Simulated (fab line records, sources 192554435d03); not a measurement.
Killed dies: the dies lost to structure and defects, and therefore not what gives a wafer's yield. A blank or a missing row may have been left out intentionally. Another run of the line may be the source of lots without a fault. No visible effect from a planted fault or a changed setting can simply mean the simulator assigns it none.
Problem report in the 8D (eight disciplines) form, filled by code | flow n5-finfet | the parts of the form that need people (team, actions taken, sign-off) are left out

== 1. THE ISSUE ==
Wafers without a fault read 300.00 C, standard deviation 0.18; susceptor-temp-C at N5_BEOL_M6_ILD_DEP_00 reads a mean of 305.22 C on 4 wafers belonging to 2 lots. That puts it +29 standard deviations away from the usual mean.
The step: deposits SiCOH lowk from DEMS/porogen, target thk 179.75 nm, time 33.4 s.
Seen first at day 14 07:22 on pecvd-03, wafer L518.3. Wafers with a number at this step in the record: 12, from 4 lots. Rule for "out", or "out of limits": more than 4 standard deviations from the usual mean. The rest of the wafers with a number are treated as sound.

== 2. WHAT IT IS; WHAT IT IS NOT ==
question                    | is                             | is not
which readings at this step | susceptor-temp-C               | heater-power-w, showerhead-plenum-p-Torr, throttle-valve-pct
which lots                  | L518, L519                     | L507, L527
which wafers of those lots  | L518.3, L518.5, L519.3, L519.5 | L518.2, L519.6
read on which tools         | pecvd-03                       | pecvd-02
when                        | from day 14 07:22              | up to then (4 sound wafers); but 4 sound wafers of L519, L527 came after

== 3. WHAT RULES OUT EACH SUSPECT ==
Counting: a tool at a process step up to the reading stays a suspect if it ran every lot that is out. Sound lots after the first of them don't rule it out here, since some wafers of a struck lot are sound.
- pecvd-03 at N5_BEOL_M6_ILD_DEP_00 (deposits SiCOH lowk from DEMS/porogen, target thk 179.75 nm, time 33.4 s): kept. Ran every lot that is out, first one L518 (day 14 07:22); last sound lot up to then L507 (day 9 16:03). Its own susceptor-temp-C readings are out on those wafers.
- At N5_BEOL_M6_ILD_DEP_00, inside pecvd-03: chamber 1 took the wafers that are out, while their sound lot-mates went through chambers 0, 2.
The count leaves pecvd-03 at N5_BEOL_M6_ILD_DEP_00.

== 4. THE CAUSE (what the simulator had put in) ==
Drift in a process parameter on pecvd-03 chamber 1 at N5_BEOL_M6_ILD_DEP_00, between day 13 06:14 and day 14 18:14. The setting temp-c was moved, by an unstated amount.
The count eliminated every tool but this one.

== 5. THE EFFECT CHAIN, in route order ==
Rows list readings where the struck wafers' mean (over those with a number) sits beyond 3 standard deviations from the usual. Scope: only readings with a usual standard deviation given in the record; hours: median across lots of the time from each lot's start at the first step in this table that gives one to its start at this step; sigmas: change in usual standard deviations.
hours | step                  | reading          | usual    | on struck wafers | change | sigmas
0     | N5_BEOL_M6_ILD_DEP_00 | susceptor-temp-C | 300.00 C | 305.22           | +5.22  | +29
Process steps it contains:
- N5_BEOL_M6_ILD_DEP_00: deposits SiCOH lowk from DEMS/porogen, target thk 179.75 nm, time 33.4 s.

== 6. HOW IT WOULD HAVE BEEN CAUGHT EARLIER ==
In this record the first reading out of limits was taken at day 14 07:22, 25 hours after the fault began at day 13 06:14.
